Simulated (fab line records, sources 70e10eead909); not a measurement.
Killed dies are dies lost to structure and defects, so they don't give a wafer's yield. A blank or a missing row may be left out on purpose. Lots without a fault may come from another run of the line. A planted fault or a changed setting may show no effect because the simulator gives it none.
fab line records | flow nand_harc | part 1 of 2: steps 1 to 40 of 41
record lots=6 wafers=18 last_day=32
route steps=1302 shown P_M2@329 P_BONDPAD@351 END@1302
lots that met no fault: from a run of the same line without faults
start_h: hours from the record's first day to the start of the lot's first wafer shown | wait_h: hours since the lot's step before | " the same as in the row above | L1.1+2: a row that stands for several wafers | - no value, or no start given | * or withheld: withheld | < > ~ a bound
route shown NAME@n: a module of which the file shows steps, and the number in the route of the first | usual: mean/standard deviation of fault-free wafers | same: alike in all rows | chamber/n: place in a boat | sites: the reading at each site | _std_site: their standard deviation | _edge_site: outer sites' mean less inner sites' | radius_mm: how far each site lies from the wafer's centre | mask NAME#n: copy n | behind: the tool/chamber that last shaped the wafer | hold: why the lot was held/for how many hours/how that ended | device: the transistor (n, p or np) that didn't switch | end of line: the same wafers' tests at the end of the route | a step without rows: its recipe alone | killed: dies lost to structure and defects at the first sort, not the wafer's yield | map: a wafer's dies, x killed, . not, _ none there
set.NAME: the setting as run; set.NAME@STEP: as run at that earlier step | model.NAME: the simulator's own value behind a step, which no gauge read
lots at some steps of the route; a table a step, a row a wafer
services: from which hour (start_h, from the record's first day; less than 0 if before it) a tool's chamber was out of use, for how many hours, and why
## steps
# step NHARC_P_M2_OVL_MEAS_10
# recipe pitch_nm=340
# usual overlay_x_nm=0.2/0.82 overlay_y_nm=-0.1/0.86
# columns lot.wafer tool chamber start_h wait_h overlay_x_nm overlay_y_nm
L317.1 overlay-01 - 244.09 - 0.5 1.3
L317.2 " - " " 0.6 0.8
L317.3 " - " " 0.6 0.8
L316.3 overlay-02 - 250.41 - 0.7 -1.4
L316.4 " - " " 0.3 -1.4
L316.5 " - " " 0.2 -0.7
L321.2 overlay-01 - 297.16 - 0.7 0.7
L321.4 " - " " 1.4 0.3
L321.6 " - " " 0.9 -0.1
L323.1 overlay-02 - 309.66 - 0.9 0.8
L323.2 " - " " -0.4 0.8
L323.5 " - " " 1.1 0.8
L325.2 overlay-02 - 338.16 - 0.2 -0.2
L325.5 " - " " 0.1 -0.5
L325.6 " - " " 0.3 -0.1
L326.2 overlay-02 - 339.98 - 0.1 0.2
L326.3 " - " " -0.7 0.0
L326.6 " - " " 0.1 0.0
# step NHARC_P_M2_INSPECT_11
# usual raw_defect_count=5.2/3
# columns lot.wafer tool chamber start_h wait_h raw_defect_count
L317.1 defect_inspect-02 - 244.31 0.2 5
L317.2 " - " " 9
L317.3 " - " " 5
L316.3 defect_inspect-02 - 250.45 0.0 2
L316.4 " - " " 9
L316.5 " - " " 4
L321.2 defect_inspect-01 - 297.19 0.0 2
L321.4 " - " " 4
L321.6 " - " " 3
L323.1 defect_inspect-02 - 309.70 0.0 7
L323.2 " - " " 7
L323.5 " - " " 6
L325.2 defect_inspect-02 - 338.20 0.0 7
L325.5 " - " " 4
L325.6 " - " " 2
L326.2 defect_inspect-01 - 340.01 0.0 3
L326.3 " - " " 2
L326.6 " - " " 4
# step NHARC_P_M2_DESCUM_14
# recipe time_s=3 o2_flow_sccm=200 ar_flow_sccm=0 bias_power_w=0 chemistry=O2
# step NHARC_P_M2_ETCH_35
# recipe target_depth_a=400 overetch_a=120 time_s=43.94 ion_energy_ev=200 n2_flow_sccm=150 h2_flow_sccm=150 ar_flow_sccm=0 rf_w=400 bias_w=150 chemistry=N2/H2
# step NHARC_P_M2_ETCH_15
# recipe target_depth_a=1825 time_s=91.2 c4f8_flow_sccm=withheld ar_flow_sccm=400 rf_w=600 bias_w=300 chemistry=C4F8/Ar
# usual oes_product_au=0.942/0.025 rf_vpp_V=440.0/2.6
# columns lot.wafer tool chamber start_h wait_h oes_product_au rf_hours_counter_h rf_vpp_V
L317.2 rie_diel-01 2 - - 0.944 1.2 440.5
L317.1 " 3 " " 0.958 1.0 443.6
L317.3 " 0 " " 0.967 1.2 436.9
L316.4 rie_diel-09 3 - - 0.921 5.4 439.1
L316.3 " 1 " " 0.916 5.6 437.2
L316.5 " 3 " " 0.919 - 439.2
L321.2 rie_diel-09 1 - - 0.913 9.0 439.1
L321.4 " 2 " " 0.929 8.9 437.3
L321.6 " 0 " " 0.913 - 443.0
L323.1 rie_diel-09 2 - - 0.912 9.9 437.8
L323.2 " 3 " " 0.924 9.5 440.6
L323.5 " 2 " " 0.912 - 437.8
L325.2 rie_diel-09 3 - - 0.977 0.2 439.3
L325.5 " 1 " " 0.952 - 437.7
L325.6 " 2 " " 0.976 - 439.0
L326.2 rie_diel-09 3 - - 0.961 0.2 440.9
L326.3 " 0 " " 0.953 0.3 443.6
L326.6 " 0 " " 0.958 - 441.7
# step NHARC_P_M2_CD_MEAS_16
# usual cd_nm=170.2/0.83
# columns lot.wafer tool chamber start_h wait_h cd_nm
L317.1 cd_sem-03 - 244.68 - 169.5
L317.2 " - " " 170.1
L317.3 " - " " 170.1
L316.3 cd_sem-01 - 250.82 - 171.5
L316.4 " - " " 170.8
L316.5 " - " " 171.0
L321.2 cd_sem-01 - 297.56 - 170.5
L321.4 " - " " 170.6
L321.6 " - " " 172.1
L323.1 cd_sem-01 - 310.06 - 168.0
L323.2 " - " " 169.7
L323.5 " - " " 168.8
L325.2 cd_sem-02 - 338.57 - 169.8
L325.5 " - " " 168.6
L325.6 " - " " 170.2
L326.2 cd_sem-02 - 340.42 - 170.1
L326.3 " - " " 169.6
L326.6 " - " " 170.1
# step NHARC_P_M2_STRIP_18
# recipe power_w=1000 n2_flow_sccm=150 h2_flow_sccm=150 ar_flow_sccm=0 bias_w=0 chemistry=N2/H2
# step NHARC_P_M2_ETCH_28
# recipe target_depth_a=300 over_etch_frac=0.3 time_s=72.99 ion_energy_ev=150 cf4_flow_sccm=50 n2_flow_sccm=100 ar_flow_sccm=150 rf_w=300 bias_w=100 chemistry=CF4/N2
# step NHARC_P_M2_STRIP_19
# recipe time_s=600 temp_c=30 chemistry=post_etch_residue_remover
# step NHARC_P_M2_DEGAS_29
# recipe temp_c=250 time_s=60
# usual heater_power_w=343/48
# columns lot.wafer tool chamber start_h wait_h heater_power_w
L317.1 pvd_sputter-03 - 245.40 - 307
L317.2 " - " " 354
L317.3 " - " " 403
L316.4 pvd_sputter-03 - 251.53 - 354
L316.3 " - " " 401
L316.5 " - " " 350
L321.2 pvd_sputter-01 - 298.27 - 265
L321.4 " - " " 314
L321.6 " - " " 256
L323.1 pvd_sputter-02 - 311.26 - 323
L323.2 " - " " 339
L323.5 " - " " 324
L325.2 pvd_sputter-01 - 339.29 - 309
L325.5 " - " " 301
L325.6 " - " " 303
L326.3 pvd_sputter-03 - 341.14 - 349
L326.2 " - " " 384
L326.6 " - " " 372
# step NHARC_P_M2_PRE_CLEAN_30
# recipe time_s=30 temp_c=280 gas=H2/He
# usual heater_power_w=418/56
# columns lot.wafer tool chamber start_h wait_h heater_power_w
L317.3 pvd_sputter-03 - - - 436
L317.2 " - " " 485
L317.1 " - " " 460
L316.3 pvd_sputter-03 - - - 363
L316.4 " - " " 452
L316.5 " - " " 476
L321.4 pvd_sputter-01 - - - 385
L321.2 " - " " 381
L321.6 " - " " 381
L323.2 pvd_sputter-02 - - - 406
L323.1 " - " " 536
L323.5 " - " " 413
L325.2 pvd_sputter-01 - - - 375
L325.5 " - " " 363
L325.6 " - " " 388
L326.2 pvd_sputter-03 - - - 373
L326.3 " - " " 454
L326.6 " - " " 421
# step NHARC_P_M2_PVD_20
# recipe target_thk_a=50 bias_v=168.6 power_w=15000 chamber_pressure_pa=0.12 time_s=8.06 substrate_temp_c=50 material=TaN
# usual cathode_dc_power_W=15000/2.5 throttle_valve_pct=29.5/0.99
# columns lot.wafer tool chamber start_h wait_h cathode_dc_power_W throttle_valve_pct
L317.1 pvd_sputter-03 - - - 15001 29.4
L317.2 " - " " 15000 28.5
L317.3 " - " " 14999 29.8
L316.3 pvd_sputter-03 - - - 14997 29.0
L316.4 " - " " 15000 29.2
L316.5 " - " " 15003 29.3
L321.4 pvd_sputter-01 - - - 15002 30.2
L321.2 " - " " 14996 31.2
L321.6 " - " " 15001 31.1
L323.1 pvd_sputter-02 - - - 14999 29.3
L323.2 " - " " 15004 30.0
L323.5 " - " " 14999 29.6
L325.2 pvd_sputter-01 - - - 14999 30.3
L325.6 " - " " 14999 30.3
L325.5 " - " " 14996 31.0
L326.2 pvd_sputter-03 - - - 14998 28.6
L326.3 " - " " 15000 29.0
L326.6 " - " " 14997 28.8
# step NHARC_P_M2_PVD_21
# recipe target_thk_a=300 chamber_pressure_pa=5 power_w=5000 substrate_temp_c=30 time_s=20.49 material=Cu
# usual cathode_dc_power_W=5000.0/0.97 throttle_valve_pct=29.5/0.95
# columns lot.wafer tool chamber start_h wait_h cathode_dc_power_W throttle_valve_pct
L317.1 pvd_sputter-03 - 245.63 - 5000.5 29.0
L317.3 " - " " 5000.4 28.5
L317.2 " - " " 4999.3 29.7
L316.4 pvd_sputter-03 - 251.76 - 5000.2 29.5
L316.3 " - " " 5001.2 29.6
L316.5 " - " " 5000.2 29.0
L321.4 pvd_sputter-01 - 298.51 - 5001.7 29.1
L321.2 " - " " 4999.8 30.1
L321.6 " - " " 4999.1 29.2
L323.1 pvd_sputter-02 - 311.50 - 5002.0 28.0
L323.2 " - " " 4999.1 29.4
L323.5 " - " " 5000.2 27.8
L325.2 pvd_sputter-01 - 339.52 - 4999.6 30.2
L325.6 " - " " 5000.0 31.2
L325.5 " - " " 5000.3 30.4
L326.3 pvd_sputter-03 - 341.38 - 4998.8 29.0
L326.2 " - " " 5000.5 29.6
L326.6 " - " " 5001.2 29.9
# step NHARC_P_M2_ECD_22
# recipe target_thk_a=4000 bath_temp_c=25 material=Cu
# step NHARC_P_M2_ANNEAL_31
# recipe temp_c=225 time_s=90
# step NHARC_P_M2_CMP_23
# recipe t_overpolish_s=20 target_thk_nm=144.3
# step NHARC_P_M2_SRD_25
# step NHARC_P_M2_INSPECT_27
# usual raw_defect_count=317/110
# columns lot.wafer tool chamber start_h wait_h raw_defect_count
L317.1 defect_inspect-02 - 247.25 0.0 249
L317.2 " - " " 353
L317.3 " - " " 216
L316.3 defect_inspect-02 - 253.09 0.0 251
L316.4 " - " " 237
L316.5 " - " " 246
L321.2 defect_inspect-01 - 299.83 0.0 483
L321.4 " - " " 418
L321.6 " - " " 495
L323.1 defect_inspect-02 - 312.83 0.0 341
L323.2 " - " " 591
L323.5 " - " " 493
L325.2 defect_inspect-02 - 341.26 0.0 326
L325.5 " - " " 319
L325.6 " - " " 201
L326.2 defect_inspect-02 - 342.73 0.0 343
L326.3 " - " " 764
L326.6 " - " " 412
# step NHARC_P_M2_PRE_CLEAN_32
# recipe time_s=12 temp_c=370 rf_power_w=300 gas=NH3
# step NHARC_P_M2_DEP_33
# recipe target_thk_a=300 temp_c=370 target_thk_nm=30 pressure_torr=3 flow_sccm=200 rf_w=450 material=SiCN
# step NHARC_P_BONDPAD_DEP_00
# recipe target_thk_a=2500 temp_c=370 target_thk_nm=250 pressure_torr=3 flow_sccm=200 rf_w=450 material=SiCN
# usual heater_power_w=537/85
# columns lot.wafer tool chamber start_h wait_h heater_power_w
L317.3 pecvd-04 0 247.81 - 509
L317.1 " 2 " " 602
L316.4 pecvd-04 0 253.78 - 469
L316.5 " 1 " " 461
L321.2 pecvd-04 0 300.48 - 461
L321.4 " 2 " " 577
L321.6 " 0 " " 453
L323.1 pecvd-04 0 313.39 - 437
L323.2 " 1 " " 423
L323.5 " 2 " " 617
L325.2 pecvd-04 1 341.94 - 481
L325.5 " 2 " " 601
L325.6 " 1 " " 484
L326.2 pecvd-02 1 343.34 - 512
L326.3 " 2 " " 564
L326.6 " 2 " " 557
# step NHARC_P_BONDPAD_CMP_32
# recipe target_thk_nm=200 material=SiCN
# step NHARC_P_BONDPAD_THK_MEAS_33
# recipe thk_meas_gauge=ellipsometry
# usual thk_nm=200.1/1.5
# columns lot.wafer tool chamber start_h wait_h thk_nm
L317.1 film_metro-01 - 248.47 0.2 199.6
L317.3 " - " " 201.0
L316.4 film_metro-01 - 254.31 0.2 200.8
L316.5 " - " " 201.7
L321.2 film_metro-02 - 301.05 0.2 200.9
L321.4 " - " " 201.3
L321.6 " - " " 200.3
L323.1 film_metro-01 - 314.05 0.2 199.8
L323.2 " - " " 201.7
L323.5 " - " " 203.5
L325.2 film_metro-01 - 342.51 0.2 201.8
L325.5 " - " " 201.8
L325.6 " - " " 201.6
L326.2 film_metro-01 - 343.95 0.2 202.1
L326.3 " - " " 202.7
L326.6 " - " " 201.9
# step NHARC_P_BONDPAD_SRD_34
# step NHARC_P_BONDPAD_DEHYDRATE_01
# recipe temp_c=150 time_s=120
# step NHARC_P_BONDPAD_HMDS_02
# recipe time_s=30
# step NHARC_P_BONDPAD_COAT_36
# recipe temp_c=200 time_s=65
# step NHARC_P_BONDPAD_COAT_03
# recipe spin_rpm=2000 resist_thk_nm=600
# step NHARC_P_BONDPAD_SOFTBAKE_04
# recipe temp_c=125 time_s=70
# step NHARC_P_BONDPAD_EBR_05
# step NHARC_P_BONDPAD_EXPOSE_06
# recipe na=0.55 dose_mj=37.06 mask_id=P_BPAD
# step NHARC_P_BONDPAD_PEB_07
# recipe peb_temp_c=128 peb_time_s=80
# step NHARC_P_BONDPAD_DEVELOP_08
# recipe time_s=50 dev_temp_c=22
# step NHARC_P_BONDPAD_CD_MEAS_09
# recipe target_cd_nm=500 landing_energy_ev=500
# usual cd_nm=500.0/2.1
# columns lot.wafer tool chamber start_h wait_h cd_nm
L317.1 cd_sem-02 0 249.03 - 495.7
L317.3 " 0 " " 494.3
L316.4 cd_sem-03 0 254.87 - 497.0
L316.5 " 0 " " 495.5
L321.2 cd_sem-01 0 301.62 - 499.2
L321.4 " 0 " " 502.0
L321.6 " 0 " " 498.4
L323.1 cd_sem-01 0 314.61 - 498.3
L323.2 " 0 " " 496.0
L323.5 " 0 " " 500.1
L325.2 cd_sem-02 0 342.95 - 502.8
L325.5 " 0 " " 500.9
L325.6 " 0 " " 504.4
L326.2 cd_sem-03 0 344.51 - 501.8
L326.3 " 0 " " 498.2
L326.6 " 0 " " 501.2
# step NHARC_P_BONDPAD_OVL_MEAS_38
# usual overlay_x_nm=-2/4.6 overlay_y_nm=1/5.8
# columns lot.wafer tool chamber start_h wait_h overlay_x_nm overlay_y_nm
L317.1 overlay-02 - 249.12 - -1 0
L317.3 " - " " 0 0
L316.4 overlay-02 - 254.96 - -3 7
L316.5 " - " " -4 6
L321.2 overlay-02 - 301.71 - -5 6
L321.4 " - " " -6 5
L321.6 " - " " -5 6
L323.1 overlay-02 - 314.70 - 7 -2
L323.2 " - " " 7 -1
L323.5 " - " " 7 -1
L325.2 overlay-01 - 343.03 - 6 -4
L325.5 " - " " 6 -4
L325.6 " - " " 6 -4
L326.2 overlay-02 - 344.60 - -1 6
L326.3 " - " " -2 5
L326.6 " - " " -1 6
# step NHARC_P_BONDPAD_HARDBAKE_10
# recipe temp_c=118 time_s=65
# step NHARC_P_BONDPAD_DESCUM_11
# recipe time_s=3 o2_flow_sccm=200 ar_flow_sccm=0 bias_power_w=0 chemistry=O2
# step NHARC_P_BONDPAD_ETCH_37
# recipe target_depth_a=600 overetch_a=180 time_s=65.91 ion_energy_ev=200 n2_flow_sccm=150 h2_flow_sccm=150 ar_flow_sccm=0 rf_w=400 bias_w=150 chemistry=N2/H2
# step NHARC_P_BONDPAD_ETCH_12
# recipe target_depth_a=2000 time_s=100 chf3_flow_sccm=50 o2_flow_sccm=10 ar_flow_sccm=200 rf_w=500 bias_w=200 chemistry=CHF3/O2
# step NHARC_P_BONDPAD_CD_MEAS_13
# usual cd_nm=499.3/2.3
# columns lot.wafer tool chamber start_h wait_h cd_nm
L317.1 cd_sem-02 - 249.57 - 495.2
L317.3 " - " " 493.4
L316.4 cd_sem-02 - 255.40 - 495.6
L316.5 " - " " 495.3
L321.2 cd_sem-02 - 302.15 - 498.4
L321.4 " - " " 501.5
L321.6 " - " " 497.3
L323.1 cd_sem-02 - 315.14 - 498.7
L323.2 " - " " 495.6
L323.5 " - " " 500.9
L325.2 cd_sem-02 - 343.47 - 502.8
L325.5 " - " " 499.6
L325.6 " - " " 504.1
L326.2 cd_sem-03 - 345.04 - 501.5
L326.3 " - " " 496.2
L326.6 " - " " 500.0
